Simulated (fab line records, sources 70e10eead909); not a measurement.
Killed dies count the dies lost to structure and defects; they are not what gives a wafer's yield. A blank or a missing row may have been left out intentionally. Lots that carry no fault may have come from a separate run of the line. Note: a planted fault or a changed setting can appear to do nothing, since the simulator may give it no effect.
fab line records    flow nand_harc
[record] lots = 12  wafers = 36  last_day = 33
route steps=1302 shown P_GATE@174 P_CONTACT@219 END@1302
lots that met no fault: taken from a fault-free run of the same line
start_h: start of the lot's first displayed wafer, in hours after the record's first day    wait_h: hours since the lot's step before    " the same as in the row above    L1.1+2: a single row standing in for several wafers    - no value, or no start was given    * or withheld: withheld    < > ~ a bound
route shown NAME@n: NAME is a module with steps in the file, n the number in the route of the first one    usual: average and standard deviation across the fault-free wafers    same: alike in all rows    chamber/n: place in a boat    sites: the reading at each site    _std_site: the standard deviation of these    _edge_site: the outer-site mean with the inner-site mean subtracted    radius_mm: for every site, how far away it sits from the centre of the wafer    mask NAME#n: copy n    behind: the most recent tool/chamber to have shaped the wafer    hold: why the lot went on hold/how many hours it stayed there/how the hold came to an end    device: which transistor (n, p or np) failed to switch    end of line: tests of these same wafers at the route's end    for a step that has no rows: nothing shown but its recipe    killed: dies that structure and defects cost at the first sort, which is not the same as the wafer's yield    map: the dies of a wafer, with x for killed, . for not killed, _ for no die there
set.NAME: setting as actually run; set.NAME@STEP: the setting as run at that earlier step    model.NAME: the simulator's own value behind a step, which no gauge read
a sample of lots followed through the steps of the route, with each step as a table and each wafer as a row
services: the hour from which a tool's chamber was out of use, counted from the record's first day as start_h (under 0 if before that day), plus the number of hours and why
[[steps]]
[step NHARC_P_GATE_STRIP_111]
[recipe] power_w = 1500  temp_c = 110  time_s = 250  chemistry = N2/H2
[usual] drypump_motor_current_A = 5.7/0.66  heater_power_w = 89/4.8
lot.wafer  tool             chamber  start_h  wait_h  drypump_motor_current_A  heater_power_w  rf_hours_counter_h
L114.4     plasma_asher-01  0        117.43   0.3     6.6                      98              -
L114.6     "                1        "        "       5.1                      84              -
L114.5     "                0        "        "       6.6                      96              -
L115.4     plasma_asher-02  0        118.04   0.2     5.9                      85              -
L115.3     "                1        "        "       5.0                      88              -
L115.5     "                0        "        "       5.9                      88              -
L116.3     plasma_asher-01  0        133.82   0.2     6.6                      98              -
L116.4     "                1        "        "       5.0                      85              -
L116.5     "                0        "        "       6.6                      95              -
L120.1     plasma_asher-01  0        180.25   0.2     6.5                      96              1
L120.3     "                1        "        "       5.1                      86              -
L120.6     "                1        "        "       5.1                      86              -
L123.1     plasma_asher-02  1        196.80   0.3     5.0                      89              23
L123.2     "                0        "        "       5.9                      86              23
L123.6     "                1        "        "       5.0                      87              -
L129.1     plasma_asher-01  1        255.82   0.3     5.1                      82              19
L129.4     "                1        "        "       5.1                      85              -
L129.5     "                1        "        "       5.1                      82              -
L131.2     plasma_asher-01  1        275.12   0.2     5.1                      86              24
L131.4     "                0        "        "       6.6                      94              -
L131.6     "                0        "        "       6.6                      94              -
L132.1     plasma_asher-01  0        290.66   0.2     6.6                      94              26
L132.4     "                0        "        "       6.5                      94              -
L132.6     "                0        "        "       6.6                      94              -
L133.2     plasma_asher-02  1        298.78   0.2     5.0                      92              6
L133.1     "                0        "        "       5.9                      85              6
L133.4     "                1        "        "       5.0                      89              -
L134.1     plasma_asher-02  1        310.72   0.2     5.0                      93              8
L134.2     "                0        "        "       5.9                      86              8
L134.5     "                1        "        "       5.0                      92              -
L135.2     plasma_asher-02  0        333.75   0.2     5.9                      82              11
L135.4     "                1        "        "       5.0                      93              -
L135.3     "                0        "        "       5.9                      85              -
L137.2     plasma_asher-02  0        345.65   0.2     5.9                      86              15
L137.1     "                1        "        "       5.1                      92              15
L137.3     "                1        "        "       5.0                      91              -
[step NHARC_P_GATE_DESCUM_93]
[recipe] time_s = 3  o2_flow_sccm = 200  ar_flow_sccm = 0  bias_power_w = 0  chemistry = O2
[usual] drypump_motor_current_A = 5.6/0.57  oes_product_au = 0.998/0.013  rf_vpp_V = 57.7/0.93  showerhead_plenum_p_Torr = 1.90/0.093  throttle_valve_pct = 11.312/0.0091
lot.wafer  tool         chamber  start_h  wait_h  drypump_motor_current_A  oes_product_au  rf_hours_counter_h  rf_vpp_V  showerhead_plenum_p_Torr  throttle_valve_pct
L114.4     rie_diel-12  3        120.37   -       5.7                      1.026           1                   56.8      1.92                      11.295
L114.6     "            3        "        "       5.7                      1.018           -                   58.0      1.92                      11.322
L114.5     "            0        "        "       6.6                      1.000           -                   56.5      2.02                      11.318
L115.4     rie_diel-12  0        121.05   -       6.6                      0.987           1                   57.7      2.02                      11.308
L115.3     "            1        "        "       5.8                      0.982           1                   57.1      1.85                      11.304
L115.5     "            0        "        "       6.6                      0.990           -                   58.5      2.02                      11.323
L116.3     rie_diel-12  0        136.81   -       6.6                      0.976           1                   55.8      2.02                      11.311
L116.4     "            1        "        "       5.8                      0.981           1                   57.8      1.85                      11.331
L116.5     "            3        "        "       5.7                      1.024           -                   57.7      1.92                      11.304
L120.1     rie_diel-03  3        183.18   -       5.0                      1.008           3                   56.4      1.81                      11.315
L120.3     "            0        "        "       5.5                      0.995           3                   58.2      1.90                      11.318
L120.6     "            0        "        "       5.5                      1.006           -                   57.4      1.90                      11.320
L123.1     rie_diel-03  0        199.92   -       5.5                      1.001           3                   58.3      1.90                      11.303
L123.2     "            1        "        "       5.3                      0.996           3                   56.8      1.82                      11.313
L123.6     "            3        "        "       5.0                      1.010           -                   56.3      1.81                      11.326
L129.4     rie_diel-12  2        258.91   -       6.2                      0.999           10                  58.7      2.03                      11.308
L129.1     "            3        "        "       5.7                      1.020           8                   57.7      1.91                      11.310
L129.5     "            3        "        "       5.7                      1.021           -                   56.9      1.91                      11.329
L131.2     rie_diel-12  2        278.05   -       6.2                      1.002           0                   58.5      2.03                      11.309
L131.4     "            0        "        "       6.6                      0.997           0                   59.3      2.02                      11.318
L131.6     "            2        "        "       6.2                      1.003           -                   59.4      2.03                      11.339
L132.4     rie_diel-02  3        293.77   -       4.8                      1.002           5                   57.9      1.80                      11.312
L132.1     "            1        "        "       4.8                      0.990           4                   57.7      1.82                      11.300
L132.6     "            2        "        "       5.8                      0.995           -                   58.3      1.88                      11.322
L133.2     rie_diel-03  0        301.95   -       5.5                      0.992           0                   57.0      1.90                      11.297
L133.1     "            2        "        "       6.4                      0.989           0                   58.8      1.82                      11.313
L133.4     "            3        "        "       5.0                      1.028           0                   58.3      1.81                      11.306
L134.2     rie_diel-02  0        313.77   -       5.8                      0.989           5                   58.5      2.06                      11.312
L134.1     "            2        "        "       5.7                      0.994           4                   57.8      1.88                      11.297
L134.5     "            0        "        "       5.9                      0.989           -                   58.3      2.06                      11.297
L135.2     rie_diel-03  3        336.68   -       5.0                      1.021           4                   57.8      1.81                      11.320
L135.3     "            0        "        "       5.5                      1.002           3                   57.7      1.90                      11.302
L135.4     "            3        "        "       5.0                      1.019           -                   57.9      1.81                      11.311
L137.3     rie_diel-02  2        348.51   -       5.8                      0.993           6                   57.6      1.88                      11.319
L137.1     "            0        "        "       5.9                      0.982           7                   58.1      2.06                      11.323
L137.2     "            1        "        "       4.8                      0.987           7                   58.2      1.82                      11.320
[step NHARC_P_GATE_RTA_64]
[recipe] temp_c = 1050  time_s = 1
[usual] lamp_power_pct = 38/4.9  lamp_zone_3_pct = 38/4.9  wafer_temp_C_max = 1053.5/0.99
lot.wafer  tool           chamber  start_h  wait_h  lamp_power_pct  lamp_zone_3_pct  wafer_temp_C_max
L114.4     rtp_anneal-01  0        122.11   -       42              42               1051.4
L114.5     "              0        "        "       42              42               1052.5
L114.6     "              0        "        "       42              42               1053.8
L115.3     rtp_anneal-01  0        122.85   -       42              42               1052.8
L115.4     "              0        "        "       42              42               1053.1
L115.5     "              0        "        "       42              42               1052.7
L116.3     rtp_anneal-01  0        138.49   -       42              42               1052.7
L116.4     "              0        "        "       42              42               1053.7
L116.5     "              0        "        "       42              42               1053.4
L120.1     rtp_anneal-02  0        184.83   -       33              33               1054.1
L120.3     "              0        "        "       33              33               1053.7
L120.6     "              0        "        "       33              33               1053.9
L123.1     rtp_anneal-02  0        201.55   -       33              33               1055.5
L123.2     "              0        "        "       33              33               1054.9
L123.6     "              0        "        "       33              33               1053.3
L129.1     rtp_anneal-01  0        260.56   -       42              42               1052.4
L129.4     "              0        "        "       42              42               1052.5
L129.5     "              0        "        "       42              42               1052.5
L131.2     rtp_anneal-01  0        279.73   -       42              42               1051.6
L131.4     "              0        "        "       42              42               1052.5
L131.6     "              0        "        "       42              42               1052.3
L132.1     rtp_anneal-02  0        295.44   -       33              33               1054.1
L132.4     "              0        "        "       33              33               1053.4
L132.6     "              0        "        "       33              33               1055.3
L133.1     rtp_anneal-01  0        303.65   -       42              42               1053.7
L133.2     "              0        "        "       42              42               1051.7
L133.4     "              0        "        "       42              42               1052.1
L134.1     rtp_anneal-01  0        315.41   -       42              42               1053.3
L134.2     "              0        "        "       42              42               1052.9
L134.5     "              0        "        "       42              42               1053.0
L135.2     rtp_anneal-02  0        338.36   -       33              33               1054.9
L135.3     "              0        "        "       33              33               1054.7
L135.4     "              0        "        "       33              33               1052.8
L137.1     rtp_anneal-02  0        350.18   -       33              33               1053.3
L137.2     "              0        "        "       33              33               1053.7
L137.3     "              0        "        "       33              33               1055.1
[step NHARC_P_GATE_INSPECT_68]
[usual] raw_defect_count = 220/100
lot.wafer  tool               chamber  start_h  wait_h  raw_defect_count
L114.4     defect_inspect-02  -        123.29   0.1     255
L114.5     "                  -        "        "       436
L114.6     "                  -        "        "       231
L115.3     defect_inspect-01  -        124.06   0.1     203
L115.4     "                  -        "        "       120
L115.5     "                  -        "        "       225
L116.3     defect_inspect-01  -        139.73   0.1     395
L116.4     "                  -        "        "       183
L116.5     "                  -        "        "       178
L120.1     defect_inspect-02  -        186.08   0.2     233
L120.3     "                  -        "        "       196
L120.6     "                  -        "        "       221
L123.1     defect_inspect-01  -        203.64   1.0     385
L123.2     "                  -        "        "       402
L123.6     "                  -        "        "       512
L129.1     defect_inspect-02  -        261.82   0.2     247
L129.4     "                  -        "        "       145
L129.5     "                  -        "        "       237
L131.2     defect_inspect-01  -        281.01   0.1     908
L131.4     "                  -        "        "       857
L131.6     "                  -        "        "       966
L132.1     defect_inspect-02  -        296.77   0.2     983
L132.4     "                  -        "        "       1027
L132.6     "                  -        "        "       1004
L133.1     defect_inspect-02  -        304.98   0.2     290
L133.2     "                  -        "        "       281
L133.4     "                  -        "        "       239
L134.1     defect_inspect-01  -        316.76   0.2     242
L134.2     "                  -        "        "       179
L134.5     "                  -        "        "       242
L135.2     defect_inspect-02  -        339.59   0.1     163
L135.3     "                  -        "        "       212
L135.4     "                  -        "        "       146
L137.1     defect_inspect-02  -        351.43   0.2     112
L137.2     "                  -        "        "       144
L137.3     "                  -        "        "       179
[step NHARC_P_CONTACT_CMP_01]
[recipe] target_thk_nm = 200  material = SiO2
[usual] motor_current_A = 12.4/1.1  retaining_ring_pressure_frac = 0.999/0.0052
lot.wafer  tool    chamber  start_h  wait_h  motor_current_A  retaining_ring_pressure_frac
L114.4     cmp-04  0        124.07   -       11.0             1.002
L114.6     "       0        "        "       11.6             1.000
L114.5     "       1        "        "       13.1             1.010
L115.3     cmp-01  0        124.84   -       11.8             1.002
L115.4     "       3        "        "       11.9             1.003
L115.5     "       1        "        "       14.1             1.003
L116.3     cmp-03  1        140.56   -       13.8             0.995
L116.4     "       2        "        "       13.3             1.005
L116.5     "       3        "        "       11.4             1.005
L120.1     cmp-01  3        186.89   -       11.8             1.010
L120.3     "       0        "        "       12.4             1.001
L120.6     "       3        "        "       12.1             1.003
L123.2     cmp-04  1        204.48   -       13.6             1.000
L123.1     "       2        "        "       12.5             0.993
L123.6     "       0        "        "       11.4             0.990
L129.1     cmp-01  0        262.74   -       12.0             1.000
L129.4     "       2        "        "       11.1             1.002
L129.5     "       0        "        "       12.1             1.007
L131.2     cmp-04  2        281.79   -       12.6             1.005
L131.4     "       3        "        "       12.8             1.003
L131.6     "       2        "        "       12.1             1.007
L132.4     cmp-04  3        297.58   -       13.6             0.999
L132.1     "       0        "        "       10.6             0.994
L132.6     "       2        "        "       12.4             1.003
L133.4     cmp-03  0        305.75   -       13.1             0.996
L133.1     "       1        "        "       14.9             1.003
L133.2     "       3        "        "       10.4             0.993
L134.1     cmp-03  0        317.59   -       12.7             1.005
L134.2     "       1        "        "       14.7             0.999
L134.5     "       2        "        "       13.0             0.999
L135.2     cmp-01  3        340.37   -       11.8             0.997
L135.3     "       0        "        "       12.4             0.997
L135.4     "       1        "        "       13.6             0.997
L137.1     cmp-03  3        352.21   -       11.5             1.002
L137.3     "       0        "        "       12.5             1.000
L137.2     "       2        "        "       13.2             1.002
[step NHARC_END_SORT_01]
[recipe] temp_c = 25
[usual] killed_at_array = 52/16  killed_at_other = 0.8/0.98  killed_at_periphery = 4.2/2.9  killed_dies = 57/16  killed_open = 3.3/1.9  killed_short = 2.5/1.5
[same] gross_dies = 677
lot.wafer  tool       chamber  start_h  wait_h  killed_at_array  killed_at_other  killed_at_periphery  killed_dies  killed_open  killed_short
L132.1     prober-01  0        726.39   2.5     52               1                100                  153          5            2
L132.4     prober-01  0        728.81   3.4     44               3                98                   145          6            6
L132.6     prober-01  0        730.43   4.0     33               0                102                  135          1            2
L131.2     prober-02  0        735.01   2.8     61               0                58                   119          6            1
L131.4     prober-02  0        736.59   3.4     64               2                99                   165          1            3
L131.6     prober-02  0        738.17   3.9     51               2                97                   150          2            3
// killed by level:class
L132.1 P_GATE:unspecified=96 A_CHANNEL_HOLE_D1:chamber_film_flake=21 A_CONTACT:chamber_film_flake=10 A_BLC:chamber_film_flake=8 A_STAIRCASE:chamber_film_flake=5 A_CHANNEL_FILL_D2:geometric_particle:open=2 P_ZERO_WELL:chamber_film_flake=2 A_SLIT:chamber_film_flake=2
L132.4 P_GATE:unspecified=91 A_CHANNEL_HOLE_D1:chamber_film_flake=16 A_CONTACT:chamber_film_flake=6 A_BLC:chamber_film_flake=5 A_STAIRCASE:chamber_film_flake=3 P_GATE:geometric_particle:open=2 A_M0:geometric_particle:short=2 THIN_TSV:chamber_film_flake=2
L132.6 P_GATE:unspecified=94 A_CHANNEL_HOLE_D1:chamber_film_flake=15 A_STAIRCASE:chamber_film_flake=5 A_CONTACT:chamber_film_flake=5 P_GATE:chamber_film_flake=4 A_BLC:chamber_film_flake=4 A_SLIT:chamber_film_flake=3 P_M0:chamber_film_flake=2
L131.2 P_GATE:unspecified=49 A_CHANNEL_HOLE_D2:chamber_film_flake=25 A_SLIT:chamber_film_flake=22 A_CHANNEL_HOLE_D1:chamber_film_flake=4 P_M2:chamber_film_flake=3 A_STAIRCASE:chamber_film_flake=3 P_M0:geometric_particle:open=2 P_GATE:chamber_film_flake=2
L131.4 P_GATE:unspecified=92 A_SLIT:chamber_film_flake=23 A_CHANNEL_HOLE_D2:chamber_film_flake=23 A_STAIRCASE:chamber_film_flake=6 A_CHANNEL_HOLE_D1:chamber_film_flake=5 A_CONTACT:chamber_film_flake=4 P_ZERO_WELL:chamber_film_flake=2 THIN_TSV:chamber_film_flake=2
L131.6 P_GATE:unspecified=96 A_SLIT:chamber_film_flake=20 A_CHANNEL_HOLE_D2:chamber_film_flake=19 A_STAIRCASE:chamber_film_flake=4 A_SGD_CUT:geometric_particle:short=2 A_CONTACT:chamber_film_flake=2 A_DECK1_JOINT:geometric_particle:open=1 A_WL_FILL:geometric_particle:short=1
[[services]]
tool             chamber  start_h  hours  kind
cmp-03           -        103.33   2.3    repair
rie_diel-03      -        104.30   9.0    pm
cmp-04           -        111.11   4.0    pm
cmp-03           -        112.09   0.4    repair
cmp-01           -        113.28   1.0    repair
cmp-01           -        125.74   0.8    repair
cmp-01           -        131.36   0.5    repair
cmp-04           -        153.91   1.8    repair
cmp-03           -        162.00   4.0    pm
plasma_asher-01  -        165.14   9.0    pm
cmp-01           -        188.11   4.0    pm
cmp-04           -        209.11   4.0    pm
cmp-03           -        227.73   1.3    repair
rie_diel-12      3        236.02   4.3    repair
plasma_asher-02  -        249.36   9.0    pm
cmp-03           -        260.00   4.0    pm
cmp-04           -        263.85   0.5    repair
rie_diel-03      0        265.73   15.7   repair
rie_diel-12      2        266.34   1.9    repair
rie_diel-12      -        268.40   9.0    pm
cmp-01           -        269.80   0.5    repair
plasma_asher-02  -        290.74   4.1    repair
plasma_asher-01  -        318.08   0.9    repair
plasma_asher-01  -        342.14   9.0    pm
[[key]]
[first_sign] step = NHARC_P_GATE_INSPECT_68  reading = raw_defect_count  direction = up  sigmas = 7.3  usual = 220  struck = 958
[effect] step = NHARC_END_SORT_01  reading = killed_at_periphery  direction = up  sigmas = 30  usual = 4.2  struck = 92.3
[more_kills_born_at] NHARC_P_GATE_STRIP_111@plasma_asher-01 = 518
met_at NHARC_P_GATE_STRIP_111
struck_lots L131,L132
tester_left_out L131,L132
not_acting_at NHARC_P_GATE_DESCUM_93,NHARC_P_GATE_RTA_64,NHARC_P_CONTACT_CMP_01
onset_between 255.82 275.12
[fault] kind = chamber_particle_source  tool = plasma_asher-01  chamber = -  onset_h = 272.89  steps = NHARC_P_GATE_STRIP_111  rate_per_visit_cm2 = 1.2924  end_h = 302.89
// tester_left_out: of these lots the tester's yield and bins aren't shown, on N5 and GAA mostly nor the transistor test; their killed dies are dies lost to structure and defects alone, not to doping, threshold or leakage, so they don't give the yield
